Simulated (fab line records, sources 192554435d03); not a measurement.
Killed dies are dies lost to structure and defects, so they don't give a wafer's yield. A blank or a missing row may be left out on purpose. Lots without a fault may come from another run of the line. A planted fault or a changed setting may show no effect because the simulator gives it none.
fab line records | flow n5_finfet
record lots=10 wafers=28 last_day=17
route steps=1938 shown GATE_CUT@465 BEOL_M4@1111 PASSIVATION@1936
lots that met no fault: from a run of the same line without faults
start_h: hours from the record's first day to the start of the lot's first wafer shown | wait_h: hours since the lot's step before | " the same as in the row above | L1.1+2: a row that stands for several wafers | - no value, or no start given | * or withheld: withheld | < > ~ a bound
route shown NAME@n: a module of which the file shows steps, and the number in the route of the first | usual: mean/standard deviation of fault-free wafers | same: alike in all rows | chamber/n: place in a boat | sites: the reading at each site | _std_site: their standard deviation | _edge_site: outer sites' mean less inner sites' | radius_mm: how far each site lies from the wafer's centre | mask NAME#n: copy n | behind: the tool/chamber that last shaped the wafer | hold: why the lot was held/for how many hours/how that ended | device: the transistor (n, p or np) that didn't switch | end of line: the same wafers' tests at the end of the route | a step without rows: its recipe alone | killed: dies lost to structure and defects at the first sort, not the wafer's yield | map: a wafer's dies, x killed, . not, _ none there
set.NAME: the setting as run; set.NAME@STEP: as run at that earlier step | model.NAME: the simulator's own value behind a step, which no gauge read
steps of the route over a sample of lots; a table a step, a row a wafer
services: from which hour (start_h, from the record's first day; less than 0 if before it) a tool's chamber was out of use, for how many hours, and why
## steps
# step N5_GATE_CUT_ETCHBACK_00
# recipe chemistry=SF6/Cl2 target=W pressure_mtorr=8 icp_w=900 bias_w=80 SF6_flow_sccm=40 Cl2_flow_sccm=60
# usual chamber_pressure_mTorr=8.000/0.0068 drypump_motor_current_A=5.7/0.48 oes_product_au=0.78/0.074 throttle_valve_pct=27.64/0.29
# columns lot.wafer tool chamber start_h wait_h chamber_pressure_mTorr drypump_motor_current_A oes_product_au rf_hours_counter_h throttle_valve_pct
L384.2 rie_metal-02 1 97.48 0.0 7.996 6.3 0.83 19 27.70
L384.3 " 1 " " 7.993 6.3 0.83 - 27.67
L384.4 " 0 " " 7.998 6.0 0.73 - 28.17
L386.2 rie_metal-01 0 110.94 0.0 8.000 5.6 0.76 43 27.46
L386.3 " 1 " " 8.001 4.9 0.82 - 27.36
L386.6 " 0 " " 8.002 5.6 0.77 - 27.47
L387.3 rie_metal-01 1 118.49 0.1 7.999 4.9 0.82 - 27.37
L387.4 " 0 " " 8.005 5.6 0.76 - 27.46
L387.6 " 1 " " 7.999 4.9 0.82 - 27.35
L389.1 rie_metal-02 0 125.28 0.0 8.011 5.9 0.74 68 28.17
L389.2 " 1 " " 7.989 6.2 0.82 21 27.70
L389.3 " 1 " " 7.993 6.3 0.83 - 27.67
L395.2 rie_metal-01 0 165.30 0.0 7.996 5.6 0.76 48 27.48
L395.5 " 0 " " 8.004 5.6 0.75 - 27.48
L395.6 " 1 " " 7.999 4.9 0.80 - 27.38
L396.1 rie_metal-01 1 178.36 0.0 8.005 4.9 0.80 33 27.37
L396.4 " 1 " " 7.998 4.9 0.80 - 27.38
L396.6 " 1 " " 7.995 4.9 0.80 - 27.38
L398.2 rie_metal-01 1 188.81 0.0 8.002 4.9 0.80 33 27.38
L398.4 " 1 " " 8.006 4.9 0.80 - 27.37
L398.6 " 1 " " 8.003 4.9 0.81 - 27.37
L399.2 rie_metal-01 1 193.44 0.0 8.006 4.9 0.80 34 27.37
L399.6 " 1 " " 8.009 4.9 0.81 - 27.37
L400.2 rie_metal-01 1 196.08 0.0 8.002 4.9 0.81 34 27.36
L400.3 " 0 " " 7.997 5.6 0.76 - 27.47
L404.3 rie_metal-02 1 219.58 0.1 7.997 6.3 0.79 - 27.71
L404.5 " 0 " " 8.002 6.0 0.71 - 28.16
L404.6 " 1 " " 8.000 6.3 0.78 - 27.71
# step N5_GATE_CUT_VAPOR_ETCH_60
# recipe chemistry=BCl3/Cl2 target=HfO2 mode=isotropic
# usual drypump_motor_current_A=5.7/0.48 oes_product_au=0.78/0.074
# columns lot.wafer tool chamber start_h wait_h drypump_motor_current_A oes_product_au
L384.2 rie_metal-02 1 97.72 0.0 6.3 0.81
L384.3 " 1 " " 6.3 0.82
L384.4 " 0 " " 5.9 0.73
L386.2 rie_metal-01 0 111.18 0.0 5.6 0.76
L386.3 " 1 " " 4.9 0.82
L386.6 " 0 " " 5.6 0.77
L387.3 rie_metal-01 1 118.70 0.0 4.9 0.82
L387.4 " 0 " " 5.6 0.77
L387.6 " 1 " " 4.9 0.82
L389.1 rie_metal-02 0 125.52 0.0 5.9 0.73
L389.2 " 1 " " 6.3 0.97
L389.3 " 1 " " 6.3 0.97
L395.2 rie_metal-01 0 165.54 0.0 5.6 0.76
L395.5 " 0 " " 5.6 0.75
L395.6 " 1 " " 4.9 0.80
L396.1 rie_metal-01 1 178.60 0.0 4.9 0.80
L396.4 " 1 " " 4.9 0.80
L396.6 " 1 " " 4.9 0.80
L398.2 rie_metal-01 1 189.05 0.0 4.9 0.81
L398.4 " 1 " " 4.9 0.81
L398.6 " 1 " " 4.9 0.80
L399.2 rie_metal-01 1 193.68 0.0 4.9 0.81
L399.6 " 1 " " 4.9 0.81
L400.2 rie_metal-01 1 196.32 0.0 4.9 0.81
L400.3 " 0 " " 5.6 0.75
L404.3 rie_metal-02 1 219.79 0.0 6.3 0.78
L404.5 " 0 " " 5.9 0.71
L404.6 " 1 " " 6.3 0.78
# step N5_GATE_CUT_STRIP_59
# recipe chemistry=N2/H2 time_s=20 power_w=100 temp_c=40 pressure_mtorr=100 rf_frequency_hz=6e+07 bias_power_w=3 n2_flow_sccm=300 h2_flow_sccm=300
# usual chamber_pressure_mTorr=99.99/0.085 drypump_motor_current_A=6.0/0.45 oes_product_au=0.80/0.1 rf_vpp_V=45.3/0.87 showerhead_plenum_p_Torr=3.37/0.092 throttle_valve_pct=12.2/0.33
# columns lot.wafer tool chamber start_h wait_h chamber_pressure_mTorr drypump_motor_current_A oes_product_au rf_hours_counter_h rf_vpp_V showerhead_plenum_p_Torr throttle_valve_pct
L384.2 rie_diel-03 2 97.88 0.1 100.09 6.6 0.69 239 45.8 3.43 12.3
L384.3 " 0 " " 99.91 6.2 0.70 232 44.1 3.34 12.3
L384.4 " 3 " " 100.21 5.7 0.71 187 45.4 3.49 12.4
L386.2 rie_diel-02 3 111.42 0.1 99.98 5.2 0.90 28 44.5 3.31 11.8
L386.3 " 1 " " 99.96 6.6 0.83 71 44.7 3.42 11.9
L386.6 " 2 " " 99.90 6.2 0.71 - 44.0 3.37 12.9
L387.3 rie_diel-03 0 118.84 0.1 99.97 6.2 0.69 238 46.3 3.34 12.4
L387.4 " 1 " " 100.06 5.7 0.76 153 45.1 3.20 12.2
L387.6 " 3 " " 100.03 5.7 0.71 - 43.9 3.49 12.5
L389.1 rie_diel-06 0 125.67 0.1 99.93 6.0 0.86 61 44.4 3.44 12.2
L389.2 " 1 " " 99.86 5.5 0.69 249 44.5 3.34 12.5
L389.3 " 2 " " 99.93 5.3 0.76 143 45.7 3.40 12.5
L395.2 rie_diel-03 2 165.69 0.1 99.94 6.6 0.97 6 45.4 3.42 11.7
L395.5 " 3 " " 100.00 5.8 0.69 - 45.6 3.48 12.5
L395.6 " 2 " " 99.98 6.6 0.99 - 45.3 3.42 11.7
L396.1 rie_diel-06 1 178.75 0.1 100.04 5.5 0.96 9 44.9 3.33 11.9
L396.4 " 0 " " 99.95 6.1 0.85 80 45.3 3.43 12.3
L396.6 " 0 " " 99.97 6.1 0.84 - 43.7 3.43 12.3
L398.2 rie_diel-03 3 189.29 0.1 100.01 5.7 0.69 219 45.6 3.47 12.5
L398.4 " 2 " " 99.98 6.6 0.95 13 45.9 3.42 11.7
L398.6 " 3 " " 100.04 5.7 0.68 - 46.8 3.47 12.5
L399.2 rie_diel-06 2 193.83 0.1 100.00 5.4 0.75 166 45.5 3.38 12.6
L399.6 " 1 " " 99.95 5.5 0.95 - 43.5 3.33 11.9
L400.2 rie_diel-02 3 196.47 0.1 99.88 5.3 0.83 58 43.7 3.29 11.9
L400.3 " 0 " " 99.83 6.3 0.70 218 44.5 3.44 12.1
L404.3 rie_diel-02 2 219.93 0.1 100.02 6.1 0.98 7 45.3 3.36 12.3
L404.5 " 3 " " 100.05 5.3 0.82 - 44.7 3.29 11.9
L404.6 " 0 " " 99.99 6.3 0.69 - 44.4 3.44 12.1
# step N5_GATE_CUT_HM_DEP_46
# recipe material=SiO2 target_thk_a=1300 temp_c=400 precursor=TEOS/O2 pressure_torr=6.5 rf_w=900 teos_flow_sccm=161.4 gas=O2 flow_sccm=2650 time_s=26.6
# usual heater_power_w=540/62 showerhead_plenum_p_Torr=8.34/0.04 throttle_valve_pct=18.8/1
# columns lot.wafer tool chamber start_h wait_h heater_power_w showerhead_plenum_p_Torr throttle_valve_pct
L384.2 pecvd-01 2 101.42 0.0 465 8.32 18.0
L384.3 " 1 " " 525 8.39 18.4
L384.4 " 0 " " 509 8.34 17.7
L386.2 pecvd-04 1 114.24 0.0 532 8.38 19.6
L386.3 " 2 " " 637 8.32 17.4
L386.6 " 1 " " 535 8.38 19.4
L387.3 pecvd-01 1 121.93 0.0 499 8.39 18.4
L387.4 " 0 " " 458 8.34 17.8
L387.6 " 2 " " 413 8.33 18.3
L389.1 pecvd-04 1 128.49 0.0 543 8.39 19.7
L389.2 " 0 " " 526 8.30 19.9
L389.3 " 2 " " 563 8.30 17.6
L395.2 pecvd-03 0 168.52 0.0 586 8.31 20.8
L395.5 " 2 " " 541 8.42 17.8
L395.6 " 1 " " 515 8.32 19.1
L396.1 pecvd-03 0 181.57 0.0 584 8.30 20.4
L396.4 " 0 " " 593 8.29 20.6
L396.6 " 2 " " 596 8.41 17.9
L398.2 pecvd-04 1 192.11 0.0 607 8.39 19.6
L398.4 " 0 " " 542 8.30 20.0
L398.6 " 1 " " 605 8.38 19.7
L399.2 pecvd-01 0 196.64 0.0 539 8.35 17.8
L399.6 " 2 " " 467 8.31 18.3
L400.2 pecvd-03 1 199.29 0.0 507 8.29 18.8
L400.3 " 2 " " 613 8.42 18.1
L404.3 pecvd-04 0 222.74 0.0 560 8.29 20.3
L404.5 " 0 " " 563 8.31 20.3
L404.6 " 2 " " 516 8.33 17.8
# step N5_BEOL_M4_RC_MEAS_101
# usual DIBL_N=36.1/2 DIBL_P=36.3/2.4 IOFF_N=0.15/0.035 IOFF_P=0.21/0.039 ION_N=672/15 ION_P=463/9.7 SS_N=71.5/0.7 SS_P=73.2/0.75 VT_N=251/3.6 VT_P=-250/3.8
# columns lot.wafer tool chamber start_h wait_h DIBL_N[mV/V] DIBL_P[mV/V] IOFF_N[nA/um] IOFF_P[nA/um] ION_N[uA/um] ION_P[uA/um] SS_N[mV/dec] SS_P[mV/dec] VT_N[mV] VT_P[mV]
L384.2 prober-02 0 192.02 0.2 35.3 37.2 0.12 0.16 675 453 71.4 73.3 253 -258
L384.3 " 0 " " 31.4 32.2 0.08 0.11 637 439 69.7 71.6 260 -262
L384.4 " 0 " " 32.5 32.9 0.08 0.11 631 434 70.5 72.3 261 -262
L386.2 prober-02 0 195.51 0.2 37.0 38.5 0.18 0.27 695 480 71.8 74.5 247 -246
L386.3 " 0 " " 34.6 35.6 0.13 0.20 671 468 71.5 73.2 254 -248
L386.6 " 0 " " 35.8 36.7 0.16 0.23 691 478 70.7 74.0 248 -247
L387.3 prober-02 0 206.71 0.3 39.7 39.7 0.20 0.22 671 456 72.8 74.2 247 -252
L387.4 " 0 " " 37.9 38.4 0.16 0.20 676 462 72.7 73.3 250 -257
L387.6 " 0 " " 37.7 38.9 0.17 0.20 669 453 72.5 73.7 249 -253
L389.1 prober-02 0 214.54 0.2 34.1 33.7 0.12 0.15 684 466 70.5 72.0 253 -255
L389.2 " 0 " " 35.3 35.3 0.12 0.18 657 461 71.7 73.2 255 -255
L389.3 " 0 " " 35.2 34.5 0.12 0.16 653 458 71.4 73.0 254 -257
L395.2 prober-02 0 252.43 0.2 37.0 37.2 0.17 0.24 696 474 71.3 72.7 247 -248
L395.5 " 0 " " 34.1 33.6 0.12 0.17 655 457 70.9 72.2 253 -253
L395.6 " 0 " " 35.9 35.8 0.15 0.21 687 474 70.9 73.0 252 -252
L396.1 prober-01 0 263.92 0.0 35.3 35.0 0.14 0.22 673 471 71.3 72.7 249 -248
L396.4 " 0 " " 39.3 39.7 0.23 0.30 675 467 72.1 73.5 247 -242
L396.6 " 0 " " 34.5 34.1 0.14 0.21 684 477 70.8 72.3 248 -248
L398.2 prober-02 0 279.34 0.2 37.7 37.9 0.17 0.25 685 477 72.1 73.7 249 -248
L398.4 " 0 " " 36.5 36.8 0.17 0.25 682 478 71.6 73.6 249 -247
L398.6 " 0 " " 33.0 32.1 0.10 0.16 655 458 70.3 71.6 259 -254
L399.2 prober-02 0 284.55 0.2 40.0 41.2 0.21 0.27 683 461 72.2 74.7 249 -249
L399.6 " 0 " " 42.3 42.9 0.26 0.31 692 468 73.1 75.0 243 -245
L400.2 prober-01 0 284.75 0.2 36.2 37.2 0.15 0.19 660 455 71.9 73.4 251 -253
L400.3 " 0 " " 37.4 38.7 0.18 0.21 691 469 71.7 73.3 248 -250
L404.3 prober-02 0 306.90 0.3 37.6 36.7 0.17 0.24 673 467 71.1 74.5 249 -247
L404.5 " 0 " " 35.1 33.4 0.13 0.19 661 461 70.7 72.1 252 -249
L404.6 " 0 " " 38.3 38.3 0.19 0.27 701 481 71.2 73.5 247 -243
# step N5_PASSIVATION_PROBE_49
# usual defect_limited_yield=91.1/1.6 killed_at_M0_to_M3=35/11 killed_at_M4_up=13/5.4 killed_at_contacts=13/6.5 killed_at_front_end=40/14 killed_at_other=4/3.1 killed_dies=105/18 killed_on_rim=14/4.1 killed_open=69/14 killed_short=34/7.3 sort_bin_5_function=5.2/0.96 sort_bin_6_memory=3.4/0.77 sort_bin_8_speed=0.02/0.13 sort_n_pass=1075/19
# same gross_dies=1180 killed_at_back_side=0 sort_bin_4_leakage[%]=0
# columns lot.wafer tool chamber start_h wait_h defect_limited_yield[%] killed_at_M0_to_M3 killed_at_M4_up killed_at_contacts killed_at_front_end killed_at_other killed_dies killed_on_rim killed_open killed_short sort_bin_5_function[%] sort_bin_6_memory[%] sort_bin_8_speed[%] sort_n_pass
L384.2 prober-02 - 290.47 0.1 90.6 40 12 5 50 4 111 14 61 44 5.3 3.8 0 1069
L384.3 prober-02 - 290.52 0.1 93.8 22 9 2 32 8 73 15 47 26 3.3 2.5 0 1107
L384.4 prober-02 - 290.57 0.2 90.1 52 21 3 40 1 117 16 77 34 5.5 4.2 1.44 1046
L386.2 prober-02 - 308.50 0.1 90.8 30 13 24 38 3 108 18 73 34 4.2 4.4 0 1072
L386.3 prober-02 - 308.55 0.1 91.4 35 18 13 33 2 101 16 68 32 5.2 3.2 0 1079
L386.6 prober-02 - 308.70 0.3 92.5 34 11 8 32 3 88 11 57 31 4.8 2.4 0 1092
L389.1 prober-02 - 313.51 0.0 94.2 16 12 7 30 4 69 11 46 20 3.1 2.6 0 1111
L389.2 prober-02 - 313.56 0.1 91.1 39 4 6 51 5 105 10 67 35 4.9 3.6 0 1075
L389.3 prober-02 - 313.61 0.1 90.0 40 3 17 46 12 118 12 73 45 6.0 3.6 0 1062
L387.3 prober-02 - 314.05 0.1 90.8 35 14 17 39 3 108 12 72 36 5.3 3.6 0 1072
L387.4 prober-02 - 314.10 0.2 90.8 42 12 14 35 6 109 20 71 30 5.0 3.3 0 1071
L387.6 prober-02 - 314.20 0.3 91.1 31 9 26 38 1 105 7 74 30 5.7 3.1 0 1075
L395.2 prober-02 - 364.03 0.1 90.0 31 9 25 48 5 118 9 82 35 5.5 4.4 0 1062
L395.5 prober-02 - 364.18 0.2 91.1 29 9 24 38 5 105 17 65 37 4.9 3.2 0 1075
L395.6 prober-02 - 364.23 0.3 90.6 29 8 33 39 2 111 17 78 33 6.5 2.7 0 1069
L396.1 prober-01 - 369.98 0.0 91.1 43 16 11 33 2 105 17 70 32 5.3 3.5 0 1075
L396.4 prober-01 - 370.13 0.2 89.9 52 13 14 34 6 119 16 75 42 5.9 3.6 0 1061
L396.6 prober-01 - 370.23 0.3 91.6 42 10 14 32 1 99 9 63 33 5.0 3.1 0 1081
L398.2 prober-02 - 381.19 0.1 89.7 57 10 10 43 2 122 17 75 42 6.4 3.5 0 1058
L398.4 prober-02 - 381.29 0.2 88.8 55 8 15 51 3 132 20 92 40 6.4 4.2 0 1048
L398.6 prober-02 - 381.39 0.3 88.2 54 10 19 56 0 139 12 94 41 7.5 3.6 0 1041
L399.2 prober-02 - 387.46 0.1 86.1 45 8 14 91 6 164 23 113 50 8.8 4.9 0 1016
L399.6 prober-02 - 387.66 0.3 87.5 40 14 11 78 5 148 22 106 32 7.5 4.2 0 1032
L400.2 prober-02 - 398.51 0.1 91.1 45 13 13 32 2 105 11 75 30 5.3 3.1 0 1075
L400.3 prober-02 - 398.56 0.1 90.8 52 16 11 28 1 108 15 76 30 4.7 3.9 0 1072
L404.3 prober-02 - 413.90 0.1 88.7 29 21 11 72 0 133 10 93 35 6.2 4.5 0.34 1047
L404.5 prober-02 - 414.00 0.2 91.9 23 8 14 49 1 95 16 61 33 4.7 3.2 0 1085
L404.6 prober-02 - 414.05 0.3 91.8 16 20 10 43 8 97 8 74 21 4.9 3.2 0 1083
# killed by level:class
L384.2 FIN_SAQP:geometric_particle:short=12 BEOL_M0_SAQP:geometric_particle:short=10 GATE_CUT:geometric_particle:short=9 DUMMY_GATE:geometric_particle:open=8 FIN_SAQP:geometric_particle:open=7 BEOL_M1:geometric_particle:open=7 BEOL_M3:geometric_particle:open=7 BEOL_M4:geometric_particle:open=6
L384.3 FIN_SAQP:geometric_particle:short=8 BEOL_M4:geometric_particle:open=8 BEOL_M3:geometric_particle:open=6 BEOL_M2:geometric_particle:open=5 FIN_SAQP:geometric_particle:open=4 BEOL_M3:geometric_particle:short=4 STARTING-WAFER:geometric_particle:short=4 DUMMY_GATE:geometric_particle:open=3
L384.4 BEOL_M0_SAQP:geometric_particle:open=15 BEOL_M4:geometric_particle:open=13 BEOL_M1:geometric_particle:open=11 BEOL_M0_SAQP:geometric_particle:short=11 DUMMY_GATE:geometric_particle:open=9 STI_FIN_REVEAL:geometric_particle:open=8 FIN_SAQP:geometric_particle:short=5 BEOL_M2:geometric_particle:open=5
L386.2 MOL_CONTACT_COAG:geometric_particle:open=20 FIN_SAQP:geometric_particle:open=14 FIN_SAQP:geometric_particle:short=11 BEOL_M1:geometric_particle:open=11 BEOL_M1:geometric_particle:short=7 BEOL_M4:geometric_particle:open=6 BEOL_M3:geometric_particle:open=5 MOL_CONTACT_COAG:geometric_particle:short=4
L386.3 BEOL_M1:geometric_particle:open=14 BEOL_M4:geometric_particle:open=11 MOL_CONTACT_COAG:geometric_particle:open=10 STI_FIN_REVEAL:geometric_particle:open=8 FIN_SAQP:geometric_particle:open=7 BEOL_M2:geometric_particle:open=6 BEOL_M1:geometric_particle:short=6 FIN_SAQP:geometric_particle:short=5
L386.6 BEOL_M1:geometric_particle:open=11 FIN_SAQP:geometric_particle:open=8 DUMMY_GATE:geometric_particle:open=6 MOL_CONTACT_COAG:geometric_particle:open=6 BEOL_M0_SAQP:geometric_particle:open=5 BEOL_M1:geometric_particle:short=5 STARTING-WAFER:geometric_particle:open=5 BEOL_M0:geometric_particle:open=4
L389.1 MOL_CONTACT_COAG:geometric_particle:open=7 FIN_SAQP:geometric_particle:short=5 FIN_SAQP:geometric_particle:open=5 STARTING-WAFER:geometric_particle:open=4 BEOL_M0:geometric_particle:open=4 BEOL_M1:geometric_particle:open=4 BEOL_M7:geometric_particle:open=4 GATE_CUT:geometric_particle:open=3
L389.2 BEOL_M0_SAQP:geometric_particle:open=14 STI_FIN_REVEAL:geometric_particle:open=12 FIN_SAQP:geometric_particle:open=10 BEOL_M0_SAQP:geometric_particle:short=10 FIN_SAQP:geometric_particle:short=8 GATE_CUT:geometric_particle:short=8 BEOL_M3:geometric_particle:open=7 MOL_CONTACT_COAG:geometric_particle:open=5
L389.3 MOL_CONTACT_COAG:geometric_particle:open=11 BEOL_M1:geometric_particle:open=10 GATE_CUT:geometric_particle:short=9 BEOL_M2:geometric_particle:open=8 FIN_SAQP:geometric_particle:open=6 STI_FIN_REVEAL:geometric_particle:open=6 GATE_CUT:geometric_particle:open=6 MOL_CONTACT_COAG:geometric_particle:short=6
L387.3 MOL_CONTACT_COAG:geometric_particle:open=13 STI_FIN_REVEAL:geometric_particle:open=12 BEOL_M2:geometric_particle:open=12 FIN_SAQP:geometric_particle:short=7 BEOL_M1:geometric_particle:open=5 BEOL_M5:geometric_particle:open=5 STI_FIN_REVEAL:geometric_particle:short=4 BEOL_M0_SAQP:geometric_particle:short=4
L387.4 BEOL_M2:geometric_particle:open=16 MOL_CONTACT_COAG:geometric_particle:open=10 STI_FIN_REVEAL:geometric_particle:open=7 BEOL_M0_SAQP:geometric_particle:open=7 HKMG_FIN:area_etch=7 BEOL_M0_SAQP:geometric_particle:short=5 MOL_CONTACT_COAG:geometric_particle:short=4 BEOL_M2:geometric_particle:short=4
L387.6 MOL_CONTACT_COAG:geometric_particle:open=21 BEOL_M2:geometric_particle:open=11 FIN_SAQP:geometric_particle:open=9 STI_FIN_REVEAL:geometric_particle:open=5 BEOL_M3:geometric_particle:open=5 MOL_CONTACT_COAG:geometric_particle:short=5 STARTING-WAFER:geometric_particle:short=5 GATE_CUT:geometric_particle:open=4
L395.2 FIN_SAQP:geometric_particle:open=18 MOL_CONTACT_COAG:geometric_particle:open=18 BEOL_M0_SAQP:geometric_particle:open=11 FIN_SAQP:geometric_particle:short=9 BEOL_M2:geometric_particle:open=9 MOL_CONTACT_COAG:geometric_particle:short=7 BEOL_M4:geometric_particle:open=4 STI_FIN_REVEAL:geometric_particle:open=3
L395.5 MOL_CONTACT_COAG:geometric_particle:open=19 BEOL_M0_SAQP:geometric_particle:short=10 FIN_SAQP:geometric_particle:short=9 STI_FIN_REVEAL:geometric_particle:open=8 BEOL_M3:geometric_particle:open=8 BEOL_M4:geometric_particle:open=6 FIN_SAQP:geometric_particle:open=5 MOL_CONTACT_COAG:geometric_particle:short=5
L395.6 MOL_CONTACT_COAG:geometric_particle:open=30 FIN_SAQP:geometric_particle:short=9 BEOL_M0_SAQP:geometric_particle:open=7 GATE_CUT:geometric_particle:open=6 FIN_SAQP:geometric_particle:open=5 BEOL_M2:geometric_particle:open=5 STI_FIN_REVEAL:geometric_particle:open=4 BEOL_M4:geometric_particle:open=4
L396.1 BEOL_M0_SAQP:geometric_particle:open=15 BEOL_M1:geometric_particle:open=10 BEOL_M5:geometric_particle:open=8 FIN_SAQP:geometric_particle:short=7 MOL_CONTACT_COAG:geometric_particle:open=7 FIN_SAQP:geometric_particle:open=6 BEOL_M0_SAQP:geometric_particle:short=6 BEOL_M3:geometric_particle:open=6
L396.4 BEOL_M0_SAQP:geometric_particle:open=14 MOL_CONTACT_COAG:geometric_particle:open=12 BEOL_M0_SAQP:geometric_particle:short=12 BEOL_M2:geometric_particle:open=11 FIN_SAQP:geometric_particle:short=10 BEOL_M3:geometric_particle:open=8 FIN_SAQP:geometric_particle:open=6 GATE_CUT:geometric_particle:short=5
L396.6 BEOL_M0_SAQP:geometric_particle:short=12 MOL_CONTACT_COAG:geometric_particle:open=11 BEOL_M0_SAQP:geometric_particle:open=10 STI_FIN_REVEAL:geometric_particle:open=8 BEOL_M1:geometric_particle:open=6 BEOL_M3:geometric_particle:open=5 BEOL_M4:geometric_particle:open=5 FIN_SAQP:geometric_particle:short=4
L398.2 BEOL_M0_SAQP:geometric_particle:open=14 FIN_SAQP:geometric_particle:open=13 BEOL_M1:geometric_particle:open=11 BEOL_M3:geometric_particle:open=9 BEOL_M0_SAQP:geometric_particle:short=8 MOL_CONTACT_COAG:geometric_particle:open=7 FIN_SAQP:geometric_particle:short=6 BEOL_M1:geometric_particle:short=6
L398.4 STI_FIN_REVEAL:geometric_particle:open=22 BEOL_M3:geometric_particle:open=15 MOL_CONTACT_COAG:geometric_particle:open=14 BEOL_M1:geometric_particle:open=11 BEOL_M0_SAQP:geometric_particle:open=9 BEOL_M0_SAQP:geometric_particle:short=9 FIN_SAQP:geometric_particle:short=6 DUMMY_GATE:geometric_particle:open=5
L398.6 STI_FIN_REVEAL:geometric_particle:open=25 MOL_CONTACT_COAG:geometric_particle:open=17 BEOL_M0_SAQP:geometric_particle:open=10 BEOL_M1:geometric_particle:short=10 BEOL_M1:geometric_particle:open=10 BEOL_M0_SAQP:geometric_particle:short=8 FIN_SAQP:geometric_particle:open=7 FIN_SAQP:geometric_particle:short=6
L399.2 FIN_SAQP:geometric_particle:open=23 STI_FIN_REVEAL:geometric_particle:open=23 BEOL_M3:geometric_particle:open=18 FIN_SAQP:geometric_particle:short=15 MOL_CONTACT_COAG:geometric_particle:open=11 BEOL_M2:geometric_particle:open=11 STI_FIN_REVEAL:geometric_particle:short=7 GATE_CUT:geometric_particle:short=6
L399.6 FIN_SAQP:geometric_particle:open=26 STI_FIN_REVEAL:geometric_particle:open=15 BEOL_M2:geometric_particle:open=14 BEOL_M4:geometric_particle:open=10 MOL_CONTACT_COAG:geometric_particle:open=9 FIN_SAQP:geometric_particle:short=8 BEOL_M1:geometric_particle:open=8 BEOL_M3:geometric_particle:open=8
L400.2 MOL_CONTACT_COAG:geometric_particle:open=10 BEOL_M0_SAQP:geometric_particle:short=10 BEOL_M3:geometric_particle:open=9 BEOL_M0_SAQP:geometric_particle:open=8 BEOL_M2:geometric_particle:open=8 STI_FIN_REVEAL:geometric_particle:open=7 FIN_SAQP:geometric_particle:open=6 BEOL_M1:geometric_particle:open=6
L400.3 BEOL_M0_SAQP:geometric_particle:open=16 BEOL_M0_SAQP:geometric_particle:short=13 MOL_CONTACT_COAG:geometric_particle:open=11 BEOL_M3:geometric_particle:open=8 BEOL_M4:geometric_particle:open=8 FIN_SAQP:geometric_particle:open=7 BEOL_M1:geometric_particle:open=6 FIN_SAQP:geometric_particle:short=5
L404.3 STI_FIN_REVEAL:geometric_particle:open=25 FIN_SAQP:geometric_particle:open=17 FIN_SAQP:geometric_particle:short=11 BEOL_M4:geometric_particle:open=11 MOL_CONTACT_COAG:geometric_particle:open=10 DUMMY_GATE:geometric_particle:open=5 BEOL_M1:geometric_particle:short=5 BEOL_M1:geometric_particle:open=5
L404.5 FIN_SAQP:geometric_particle:open=18 MOL_CONTACT_COAG:geometric_particle:open=10 BEOL_M1:geometric_particle:short=9 DUMMY_GATE:geometric_particle:open=6 STARTING-WAFER:geometric_particle:open=6 FIN_SAQP:geometric_particle:short=5 BEOL_M1:geometric_particle:open=5 STARTING-WAFER:geometric_particle:short=5
L404.6 FIN_SAQP:geometric_particle:open=17 DUMMY_GATE:geometric_particle:open=11 BEOL_M4:geometric_particle:open=10 MOL_CONTACT_COAG:geometric_particle:open=8 FIN_SAQP:geometric_particle:short=5 BEOL_M3:geometric_particle:open=5 PAD_METAL:geometric_particle:open=4 BEOL_M0:geometric_particle:open=3
## services
# columns tool chamber start_h hours kind
pecvd-03 2 86.69 5.5 scheduled_down
pecvd-01 - 87.33 2.8 pm
rie_diel-03 3 88.50 7.6 repair
pecvd-01 - 97.37 1.8 repair
pecvd-04 - 102.10 2.8 pm
rie_diel-06 1 129.08 - clean
rie_diel-06 1 129.08 - consumable_replace:focus_ring
rie_diel-06 1 129.08 22.8 scheduled_down
rie_diel-06 1 129.08 22.8 vent_cycle
rie_diel-03 2 135.89 - clean
rie_diel-03 2 135.89 - consumable_replace:focus_ring
rie_diel-03 2 135.89 17.7 scheduled_down
rie_diel-03 2 135.89 17.7 vent_cycle
pecvd-01 - 139.80 3.4 repair
rie_diel-02 - 142.37 0.3 repair
pecvd-04 0 145.73 5.5 scheduled_down
rie_diel-03 0 154.19 - clean
rie_diel-03 0 154.19 - consumable_replace:focus_ring
rie_diel-03 0 154.19 17.6 scheduled_down
rie_diel-03 0 154.19 17.6 vent_cycle
rie_metal-01 - 168.05 2.8 pm
pecvd-04 0 180.42 6.5 repair
pecvd-01 - 203.80 6.0 pm
pecvd-04 - 204.84 5.5 pm
## key
first_sign step=N5_GATE_CUT_VAPOR_ETCH_60 reading=oes_product_au direction=up sigmas=2.6 usual=0.78 struck=0.97
effect none on later readings
met_at N5_GATE_CUT_VAPOR_ETCH_60
struck_lots L389
struck_wafers L389.2,L389.3
not_acting_at N5_GATE_CUT_ETCHBACK_00,N5_GATE_CUT_STRIP_59,N5_GATE_CUT_HM_DEP_46
onset_between 97.72 125.52
fault kind=process_parameter_drift tool=rie_metal-02 chamber=1 onset_h=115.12 steps=N5_GATE_CUT_VAPOR_ETCH_60 channel=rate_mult offset=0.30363 shape=step end_h=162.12
